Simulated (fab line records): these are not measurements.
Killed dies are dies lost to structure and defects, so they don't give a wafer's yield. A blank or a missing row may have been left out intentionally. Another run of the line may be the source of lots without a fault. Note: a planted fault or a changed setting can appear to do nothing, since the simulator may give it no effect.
Matching of chambers | flow nand-harc | NHARC_P_M0_DEP_32 on pecvd-02: 3 sister chambers
The step deposits SiCN, target thk 30 nm. 18 wafers are shown with their chamber, then 9 later ones without.

WAFERS WITH THEIR CHAMBER
wafer  | chamber | heater-power-w (W) | rf-fwd-power-W (W) | susceptor-temp-C (C)
L074.1 | 2       | 464                | 451.8              | 370.04
L074.2 | 0       | 679                | 450.4              | 369.92
L074.3 | 1       | 493                | 449.3              | 369.91
L075.2 | 1       | 477                | 447.9              | 370.19
L075.3 | 0       | 700                | 449.5              | 370.19
L075.4 | 0       | 695                | 447.7              | 370.24
L076.2 | 0       | 676                | 449.9              | 370.41
L076.5 | 0       | 711                | 450.5              | 370.01
L076.6 | 1       | 457                | 450.0              | 369.64
L077.1 | 1       | 503                | 447.1              | 370.06
L077.3 | 0       | 649                | 447.1              | 370.15
L077.4 | 1       | 491                | 447.5              | 369.91
L079.1 | 1       | 541                | 448.1              | 369.93
L079.4 | 2       | 522                | 448.6              | 370.07
L079.6 | 0       | 665                | 447.8              | 369.67
L087.1 | 0       | 677                | 446.5              | 369.65
L087.3 | 2       | 460                | 449.3              | 370.21
L087.5 | 0       | 654                | 447.6              | 369.87

SIGNATURES (means of the wafers above)
reading          | chamber 0 | chamber 1 | chamber 2 | scatter within a chamber
heater-power-w   | 678.44    | 493.67    | 482.00    | 25.6
rf-fwd-power-W   | 448.556   | 448.317   | 449.900   | 1.42
susceptor-temp-C | 370.0122  | 369.9400  | 370.1067  | 0.22
Rule: distance of a wafer from a chamber = root of the sum over the readings of ((wafer's reading minus chamber's mean) / reading's scatter) squared. If the next closest chamber is less than 2 further off than the closest, the wafer can't be placed; otherwise it belongs to the closest. The scatter: the root of (the sum of the squares of (reading less its chamber's mean) over the shown wafers, divided by (wafers less chambers)).

WAFERS WITHOUT THEIR CHAMBER
wafer  | heater-power-w (W) | rf-fwd-power-W (W) | susceptor-temp-C (C)
L085.1 | 498                | 447.2              | 369.99
L085.4 | 402                | 451.5              | 369.63
L085.6 | 493                | 449.6              | 370.22
L092.1 | 516                | 446.4              | 369.88
L092.2 | 562                | 449.4              | 370.13
L092.6 | 521                | 448.2              | 370.02
L097.3 | 457                | 450.4              | 369.81
L097.4 | 549                | 449.4              | 370.07
L097.6 | 612                | 451.1              | 370.34

EACH ONE'S CHAMBER
wafer  | from the rows above          | in truth
L085.1 | can't be placed: 1 or 2      | 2
L085.4 | can't be placed: 2 or 1      | 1
L085.6 | can't be placed: 2 or 1      | 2
L092.1 | can't be placed: 1 or 2      | 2
L092.2 | can't be placed: 1 or 2 or 0 | 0
L092.6 | can't be placed: 1 or 2      | 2
L097.3 | can't be placed: 2 or 1      | 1
L097.4 | can't be placed: 1 or 2      | 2
L097.6 | can't be placed: 0 or 2 or 1 | 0
Placed correctly: 0 of 9. Can't be placed from these rows: 9 (the true chamber is among the candidates in 9). Placed wrongly: 0.
